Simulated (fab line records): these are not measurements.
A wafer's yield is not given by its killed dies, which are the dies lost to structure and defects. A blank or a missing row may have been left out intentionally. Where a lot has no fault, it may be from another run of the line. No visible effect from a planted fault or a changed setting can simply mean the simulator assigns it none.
Split-lot study + flow n5-finfet + 7 lots, 21 wafers read, on a route of 1938 steps

## ON THE SPLIT
At N5_BEOL_M6_EXPOSE_08 (exposes mask M6), the setting dose-mj was moved away from the recipe's 68.25 on 9 of the 21 wafers read, by -3.5% to +6.5%. The other wafers ran this setting at the recipe's value.

## FROM THE SPLIT TO THE READING: what the file shows between them, 15 steps
- N5_BEOL_M6_PEB_09: peb time 60 s
- N5_BEOL_M6_DEVELOP_10: develop time 30 s
- N5_BEOL_M6_CD_MEAS_11: target cd 38.5 nm
- N5_BEOL_M6_DESCUM_16: chemistry O2, time 7.9 s
- N5_BEOL_M6_ETCH_61: etches SiARC in CF4, target depth 45.5 nm, time 75.8 s
- N5_BEOL_M6_ETCH_62: etches SOC in N2/H2, target depth 110 nm, overetch 22 nm, time 165 s (also split here: time-s)
- N5_BEOL_M6_STRIP_68: strips in N2/H2
- N5_BEOL_M6_STRIP_67: strips in CF4
- N5_BEOL_M6_HM_OPEN_17: chemistry Cl2/BCl3, target TiN, target depth 20 nm, overetch 6 nm
- N5_BEOL_M6_STRIP_19: strips in O2
- N5_BEOL_M6_CD_MEAS_18: pitch 80 nm, target cd 40 nm
- N5_BEOL_M6_COAT_63: time 60 s, resist thk 60 nm
- N5_BEOL_M6_COAT_64: time 60 s, resist thk 12 nm
- N5_BEOL_M6_PRECLEAN_42: cleans in residue remover, time 60 s
- N5_BEOL_M6_SRD_43: time 30 s

## THE READING
cd-nm, in nm, at N5_BEOL_M6_CD_MEAS_35 (target cd 40 nm, target cd y 28 nm). Fault-free wafers of this fab line usually give 40.1 nm, standard deviation 0.6 nm.

| wafer  | tool, chamber at the split | dose-mj as run | against the recipe | cd-nm, nm | against lot-mates on the recipe |
|--------|----------------------------|----------------|--------------------|-----------|---------------------------------|
| L078.2 | arfi-scanner-02, 0         | 72.46          | +6.2%              | 42.8      | +3.0                            |
| L078.5 | arfi-scanner-02, 0         | 72.46          | +6.2%              | 42.7      | +2.9                            |
| L078.6 | arfi-scanner-02, 0         | 68.25          | recipe             | 39.8      | -                               |
| L081.1 | arfi-scanner-01, 0         | 72.68          | +6.5%              | 42.7      | +3.0                            |
| L081.3 | arfi-scanner-01, 0         | 68.25          | recipe             | 39.7      | -                               |
| L081.4 | arfi-scanner-01, 0         | 72.68          | +6.5%              | 43.4      | +3.7                            |
| L080.2 | arfi-scanner-02, 0         | 68.25          | recipe             | 41.2      | -                               |
| L080.4 | arfi-scanner-02, 0         | 70.57          | +3.4%              | 42.2      | +1.0                            |
| L080.5 | arfi-scanner-02, 0         | 68.25          | recipe             | 41.2      | -                               |
| L082.1 | arfi-scanner-03, 0         | 68.25          | recipe             | 39.8      | -                               |
| L082.3 | arfi-scanner-03, 0         | 68.25          | recipe             | 39.8      | -                               |
| L082.4 | arfi-scanner-03, 0         | 68.25          | recipe             | 39.4      | -                               |
| L084.1 | arfi-scanner-01, 0         | 68.25          | recipe             | 40.4      | -                               |
| L084.2 | arfi-scanner-01, 0         | 65.83          | -3.5%              | 38.5      | -1.9                            |
| L084.5 | arfi-scanner-01, 0         | 65.83          | -3.5%              | 39.0      | -1.4                            |
| L093.3 | arfi-scanner-01, 0         | 65.84          | -3.5%              | 38.5      | -1.6                            |
| L093.4 | arfi-scanner-01, 0         | 65.84          | -3.5%              | 37.8      | -2.3                            |
| L093.5 | arfi-scanner-01, 0         | 68.25          | recipe             | 40.1      | -                               |
| L094.2 | arfi-scanner-03, 0         | 68.25          | recipe             | 40.8      | -                               |
| L094.3 | arfi-scanner-03, 0         | 68.25          | recipe             | 39.5      | -                               |
| L094.4 | arfi-scanner-03, 0         | 68.25          | recipe             | 40.4      | -                               |

THE FIT
A straight line over all 21 wafers: cd-nm changes by +0.454 nm for each +1% of dose-mj; r = +0.94; the points scatter about the line by 0.55 nm.
The same after taking each lot's own level away (the mean of its wafers on the recipe; 21 wafers): +0.492 nm for each +1%; r = +0.98; scatter 0.34 nm.
On that fit, the largest move of dose-mj shifts the reading by 3.2 nm.
The lots' own levels span 39.67 to 41.20 nm, that is 2.6 times the standard deviation above.
So the lot-to-lot level changes the slope little: the two slopes agree.
Check: with one of the wafers moved furthest among these (+6.5%) left out of the fit, the line predicts +3.2 nm for it against its lot-mates. It came out at +3 nm against them.

## OTHER SPLITS APPLIED TO THESE WAFERS
These wafers also went through other splits before the reading. Each is held against what the fit with the lots' levels taken away leaves over:
| other split on the same wafers | wafers away from the commonest value | r with cd-nm (lot level and that fit taken away) |
|--------------------------------|--------------------------------------|--------------------------------------------------|
| N5_BEOL_M5_ETCH_72 bias-w      | 8                                    | +0.10                                            |
| N5_BEOL_M6_ETCH_62 time-s      | 4                                    | +0.17                                            |

## THE WHOLE CHAIN: every reading that the file lists as answering this split, in the file's order
| step                  | what it does                                                         | reading                                                               | change (the file's fit)               | r (the file's) |
|-----------------------|----------------------------------------------------------------------|-----------------------------------------------------------------------|---------------------------------------|----------------|
| N5_BEOL_M6_CD_MEAS_11 | target cd 38.5 nm                                                    | cd-nm                                                                 | +0.463 nm for each +1% of the setting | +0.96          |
| N5_BEOL_M6_ETCH_61    | etches SiARC in CF4, target depth 45.5 nm, time 75.8 s               | BEOL_M6.cd-offset-nm (the simulator's own value, which no gauge read) | +0.463 nm for each +1% of the setting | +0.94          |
| N5_BEOL_M6_ETCH_62    | etches SOC in N2/H2, target depth 110 nm, overetch 22 nm, time 165 s | BEOL_M6.cd-offset-nm (the simulator's own value, which no gauge read) | +0.477 nm for each +1% of the setting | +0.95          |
| N5_BEOL_M6_CD_MEAS_18 | pitch 80 nm, target cd 40 nm                                         | cd-nm                                                                 | +0.481 nm for each +1% of the setting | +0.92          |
| N5_BEOL_M6_CD_MEAS_35 | target cd 40 nm, target cd y 28 nm                                   | cd-nm                                                                 | +0.485 nm for each +1% of the setting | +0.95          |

## FILE'S OWN FIT
cd-nm changes by +0.485 nm for each +1% of dose-mj, r = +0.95.
